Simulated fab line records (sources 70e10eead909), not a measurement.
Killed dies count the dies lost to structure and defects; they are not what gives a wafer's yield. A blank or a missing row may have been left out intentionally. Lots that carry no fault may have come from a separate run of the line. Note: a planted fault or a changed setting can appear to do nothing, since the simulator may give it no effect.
What tool caused it? ; flow nand_harc ; Sampling: 18 lots, 54 wafers, 5 of 1302 route steps

WHAT THE GAUGES SHOWED, per wafer
NHARC_A_SGD_CUT_INSPECT_11.
lot;measured;on;raw_defect_count
L075;day 19 23:09;defect_inspect-01;116 110 89
L076;day 19 23:34;defect_inspect-02;8 18 13
L078;day 20 21:15;defect_inspect-01;98 115 124
L080;day 21 13:49;defect_inspect-02;64 62 82
L082;day 21 15:52;defect_inspect-01;132 108 102
L084;day 23 19:56;defect_inspect-02;55 58 54
L083;day 23 07:24;defect_inspect-02;33 22 30
L085;day 24 02:44;defect_inspect-02;70 58 72
L087;day 25 00:21;defect_inspect-02;64 74 74
L088;day 25 11:51;defect_inspect-02;78 53 57
L089;day 25 12:02;defect_inspect-01;86 87 101
L090;day 26 20:57;defect_inspect-01;95 95 91
L092;day 27 07:14;defect_inspect-01;73 88 100
L091;day 27 06:57;defect_inspect-02;26 19 23
L093;day 27 13:39;defect_inspect-02;24 18 24
L094;day 27 13:50;defect_inspect-01;72 61 72
L096;day 28 04:04;defect_inspect-01;5 4 9
L097;day 28 13:10;defect_inspect-02;12 9 16

EACH LOT AND THE TOOL THAT RAN IT (in order: tool; ch and the chambers of the sampled wafers; start)
lot;NHARC_A_STAIRCASE_ETCH_271;NHARC_A_STAIRCASE_HM_OPEN_460;NHARC_A_STAIRCASE_DEP_325;NHARC_A_STAIRCASE_STRIP_475
L075;rie_diel-02 ch 1,2, day 17 05:33;rie_diel-03 ch 0,2,3, day 19 04:25 or earlier;pecvd-04 ch 0,1,2, day 19 04:25;rie_diel-03 ch 0,1,2, day 19 23:09 or earlier
L076;rie_diel-03 ch 1,2,3, day 17 05:43;rie_diel-06 ch 2,3, day 19 04:25 or earlier;pecvd-03 ch 0,2, day 19 04:25;rie_diel-02 ch 0,3, day 19 23:34 or earlier
L078;rie_diel-06 ch 0,1, day 18 06:41;rie_diel-02 ch 1,3, day 20 01:37 or earlier;pecvd-03 ch 0,1,2, day 20 01:37;rie_diel-03 ch 1,2,3, day 20 21:15 or earlier
L080;rie_diel-06 ch 0,1, day 18 18:41;rie_diel-02 ch 0,2,3, day 20 19:09 or earlier;pecvd-04 ch 1,2, day 20 19:09;rie_diel-03 ch 1,2, day 21 12:11
L082;rie_diel-03 ch 0,2,3, day 19 01:52;rie_diel-06 ch 0,1,2, day 20 19:10 or earlier;pecvd-02 ch 0,2, day 20 19:10;rie_diel-02 ch 2,3, day 21 15:52 or earlier
L084;rie_diel-03 ch 1,2,3, day 20 13:40;rie_diel-02 ch 0,1,2, day 23 01:24 or earlier;pecvd-02 ch 0,1,2, day 23 01:24;rie_diel-06 ch 2,3, day 23 19:56 or earlier
L083;rie_diel-06 ch 0,2, day 20 16:16;rie_diel-03 ch 1,3, day 22 14:53 or earlier;pecvd-04 ch 0,1,2, day 22 14:53;rie_diel-03 ch 0,2, day 23 05:45
L085;rie_diel-03 ch 2,3, day 21 08:29;rie_diel-06 ch 0,2,3, day 23 07:58 or earlier;pecvd-02 ch 0,2, day 23 07:58;rie_diel-02 ch 0,2,3, day 24 02:44 or earlier
L087;rie_diel-06 ch 0,2,3, day 22 08:11;rie_diel-03 ch 0,2, day 24 08:37 or earlier;pecvd-04 ch 1,2, day 24 08:37;rie_diel-03 ch 0,1,2, day 25 00:21 or earlier
L088;rie_diel-06 ch 1,2, day 22 16:57;rie_diel-06 ch 1,2, day 24 17:10 or earlier;pecvd-04 ch 0,1,2, day 24 17:10;rie_diel-06 ch 0,2,3, day 25 11:51 or earlier
L089;rie_diel-06 ch 0,2, day 22 18:58;rie_diel-03 ch 0,1, day 24 17:14 or earlier;pecvd-02 ch 1,2, day 24 17:14;rie_diel-03 ch 1,3, day 25 12:02 or earlier
L090;rie_diel-06 ch 0,3, day 23 18:34;rie_diel-03 ch 0,1,3, day 26 04:16 or earlier;pecvd-04 ch 1,2, day 26 04:16;rie_diel-06 ch 1,2, day 26 20:57 or earlier
L092;rie_diel-06 ch 1,2, day 24 01:46;rie_diel-06 ch 2,3, day 26 12:35 or earlier;pecvd-03 ch 0,1,2, day 26 12:35;rie_diel-02 ch 0,1,3, day 27 07:14 or earlier
L091;rie_diel-06 ch 0,1,3, day 24 05:35;rie_diel-03 ch 0,1,3, day 26 12:19 or earlier;pecvd-02 ch 0,1,2, day 26 12:19;rie_diel-06 ch 0,2,3, day 27 06:57 or earlier
L093;rie_diel-02 ch 2,3, day 24 13:55;rie_diel-06 ch 1,3, day 26 19:32 or earlier;pecvd-03 ch 1,2, day 26 19:32;rie_diel-06 ch 0,2,3, day 27 13:39 or earlier
L094;rie_diel-06 ch 0,1,3, day 25 02:59;rie_diel-02 ch 1,2,3, day 26 19:32 or earlier;pecvd-04 ch 0,1,2, day 26 19:32;rie_diel-02 ch 1,2,3, day 27 13:50 or earlier
L096;rie_diel-03 ch 1,2,3, day 25 12:32;rie_diel-06 ch 0,2,3, day 27 10:01 or earlier;pecvd-03 ch 0,1,2, day 27 10:01;rie_diel-02 ch 0,1,3, day 28 04:04 or earlier
L097;rie_diel-02 ch 1,2, day 25 21:22;rie_diel-03 ch 0,2,3, day 27 21:00 or earlier;pecvd-04 ch 0,1,2, day 27 21:00;rie_diel-02 ch 0,1, day 28 13:10 or earlier
- NHARC_A_STAIRCASE_ETCH_271: etches the open film in CF4/CHF3.
- NHARC_A_STAIRCASE_HM_OPEN_460: chemistry O2/COS.
- NHARC_A_STAIRCASE_DEP_325: deposits SiO2, target thk 7200 nm.
- NHARC_A_STAIRCASE_STRIP_475: strips in O2, time 20 s.

WHAT THE TOOLS THEMSELVES READ (means of the sampled wafers that have a number; where no wafer has one, the mark that the record gives instead)
NHARC_A_STAIRCASE_ETCH_271.
lot;tool;bias_w (W);chamber_pressure_mTorr (mTorr);chf3_flow_sccm (sccm);drypump_motor_current_A (A);mfc_ar_sccm (sccm);oes_product_au (a.u.);rf_vpp_V (V);showerhead_plenum_p_Torr (Torr);throttle_valve_pct (%)
L075;rie_diel-02;199.9;24.992;29.93;5.79;0.016;0.954;370.7;1.57;16.804
L076;rie_diel-03;199.8;25.009;30.07;5.60;0.010;0.935;371.2;1.62;16.812
L078;rie_diel-06;200.1;25.003;30.03;5.09;0.002;0.910;373.6;1.64;16.804
L080;rie_diel-06;200.0;25.005;29.96;5.18;0.005;0.971;371.8;1.59;16.805
L082;rie_diel-03;199.8;25.010;30.04;5.39;0.017;0.970;369.6;1.53;16.803
L084;rie_diel-03;200.6;24.994;29.98;5.63;0.010;0.945;371.4;1.61;16.812
L083;rie_diel-06;200.4;24.998;30.07;5.28;0.013;0.938;369.4;1.56;16.792
L085;rie_diel-03;200.3;24.988;30.04;5.56;0.014;0.960;369.4;1.56;16.809
L087;rie_diel-06;200.3;25.002;29.96;5.45;0.013;0.957;371.5;1.59;16.795
L088;rie_diel-06;199.5;25.013;30.07;5.35;0.016;0.913;368.4;1.52;16.805
L089;rie_diel-06;199.4;25.007;30.08;5.14;0.007;0.918;371.6;1.62;16.797
L090;rie_diel-06;199.8;25.008;30.03;5.31;0.006;0.920;374.0;1.64;16.800
L092;rie_diel-06;199.7;25.009;29.99;5.35;0.016;0.924;368.9;1.52;16.808
L091;rie_diel-06;200.3;24.997;29.99;5.40;0.008;0.970;371.6;1.60;16.806
L093;rie_diel-02;200.1;25.027;30.06;5.45;0.008;0.968;371.2;1.59;16.793
L094;rie_diel-06;200.1;25.006;30.05;5.37;0.008;0.947;371.2;1.60;16.800
L096;rie_diel-03;199.8;25.008;29.93;5.59;0.010;0.952;371.4;1.60;16.814
L097;rie_diel-02;199.6;25.003;30.02;5.66;0.008;0.986;372.8;1.66;16.785

NHARC_A_STAIRCASE_HM_OPEN_460.
lot;tool;bias_w (W);chamber_pressure_mTorr (mTorr);drypump_motor_current_A (A);mfc_ar_sccm (sccm);oes_product_au (a.u.);rf_vpp_V (V);showerhead_plenum_p_Torr (Torr);throttle_valve_pct (%)
L075;rie_diel-03;299.6;20.003;5.40;0.017;1.013;466;3.06;28.324
L076;rie_diel-06;300.2;20.001;5.77;0.019;0.985;466;3.12;28.331
L078;rie_diel-02;299.9;19.999;5.39;0.000;1.009;470;3.22;28.332
L080;rie_diel-02;300.8;19.999;5.64;0.008;0.999;468;3.10;28.332
L082;rie_diel-06;299.8;19.994;5.23;0.009;0.983;467;3.14;28.337
L084;rie_diel-02;299.6;19.983;5.75;0.008;1.000;468;3.16;28.327
L083;rie_diel-03;299.3;19.987;5.78;0.004;0.989;470;3.25;28.328
L085;rie_diel-06;300.4;19.990;5.45;0.013;0.990;468;3.16;28.329
L087;rie_diel-03;300.0;19.985;5.32;0.020;0.996;468;3.22;28.334
L088;rie_diel-06;300.2;19.994;5.31;0.011;0.995;465;3.05;28.342
L089;rie_diel-03;300.7;20.008;5.63;0.007;0.978;472;3.33;28.323
L090;rie_diel-03;299.7;20.008;5.56;0.011;0.990;469;3.25;28.333
L092;rie_diel-06;300.8;19.990;5.76;0.019;0.989;467;3.10;28.331
L091;rie_diel-03;299.2;19.984;5.54;0.011;0.992;470;3.25;28.326
L093;rie_diel-06;300.1;20.016;5.72;0.014;0.988;467;3.12;28.326
L094;rie_diel-02;300.4;20.004;5.55;0.008;1.002;470;3.22;28.330
L096;rie_diel-06;300.1;19.992;5.46;0.013;0.995;468;3.14;28.323
L097;rie_diel-03;299.6;20.003;5.39;0.017;1.002;468;3.18;28.319

NHARC_A_STAIRCASE_DEP_325.
lot;tool;heater_power_w (W)
L075;pecvd-04;633
L076;pecvd-03;597
L078;pecvd-03;587
L080;pecvd-04;609
L082;pecvd-02;686
L084;pecvd-02;690
L083;pecvd-04;598
L085;pecvd-02;713
L087;pecvd-04;605
L088;pecvd-04;603
L089;pecvd-02;634
L090;pecvd-04;638
L092;pecvd-03;551
L091;pecvd-02;732
L093;pecvd-03;647
L094;pecvd-04;636
L096;pecvd-03;612
L097;pecvd-04;615

NHARC_A_STAIRCASE_STRIP_475.
lot;tool;chamber_pressure_mTorr (mTorr);drypump_motor_current_A (A);mfc_ar_sccm (sccm);oes_product_au (a.u.);rf_vpp_V (V);showerhead_plenum_p_Torr (Torr);throttle_valve_pct (%)
L075;rie_diel-03;60.04;5.50;0.014;1.012;57.5;3.54;17.030
L076;rie_diel-02;60.00;5.42;0.000;1.001;57.0;3.47;17.038
L078;rie_diel-03;60.04;5.62;0.010;0.995;58.4;3.60;17.038
L080;rie_diel-03;59.98;5.55;0.013;1.000;58.0;3.63;17.027
L082;rie_diel-02;59.94;5.46;0.008;1.020;57.4;3.56;17.036
L084;rie_diel-06;60.02;5.78;0.019;0.983;57.4;3.50;17.036
L083;rie_diel-03;60.02;5.26;0.021;0.989;58.0;3.72;17.032
L085;rie_diel-02;60.04;5.63;0.008;1.003;57.4;3.47;17.036
L087;rie_diel-03;60.01;5.49;0.014;0.988;58.0;3.69;17.027
L088;rie_diel-06;60.01;5.46;0.013;0.992;57.9;3.55;17.043
L089;rie_diel-03;60.04;5.77;0.004;0.999;57.7;3.65;17.030
L090;rie_diel-06;60.03;5.38;0.016;1.007;58.0;3.40;17.040
L092;rie_diel-02;60.02;5.53;0.000;0.990;58.3;3.69;17.029
L091;rie_diel-06;59.99;5.46;0.013;0.993;56.9;3.55;17.034
L093;rie_diel-06;59.96;5.46;0.013;0.998;57.9;3.54;17.033
L094;rie_diel-02;60.02;5.56;0.008;1.005;58.7;3.63;17.025
L096;rie_diel-02;60.00;5.55;0.000;0.992;58.8;3.69;17.029
L097;rie_diel-02;60.05;5.74;0.000;0.987;57.8;3.78;17.041

THE ANSWER, worked out from the rows above alone
Rule: the lots themselves supply what counts as usual. The widest of any qualifying gaps counts: lots, ordered by their means at a reading, are off when they make up no more than a third of the lots, leave a main group of 4 or more, and stand apart from it by 3 or more times the standard deviation of that group's means. If all means in a main group match to the digits the tables above print for the reading, that group is not used. Also off: a lot with no number at a reading for which 4 or more lots have one. Where the step has rows for the other lots, those lots are counted as sound. First the gauges in route order, then the tools' own readings, where a lot's mean is used as printed above. At the first step where some lot is off, the reading lying furthest off is the one used; lots without a number count as furthest.
Nothing can be told from this: no lot is off at any reading shown.

WHAT THE SIMULATOR HAD INSERTED
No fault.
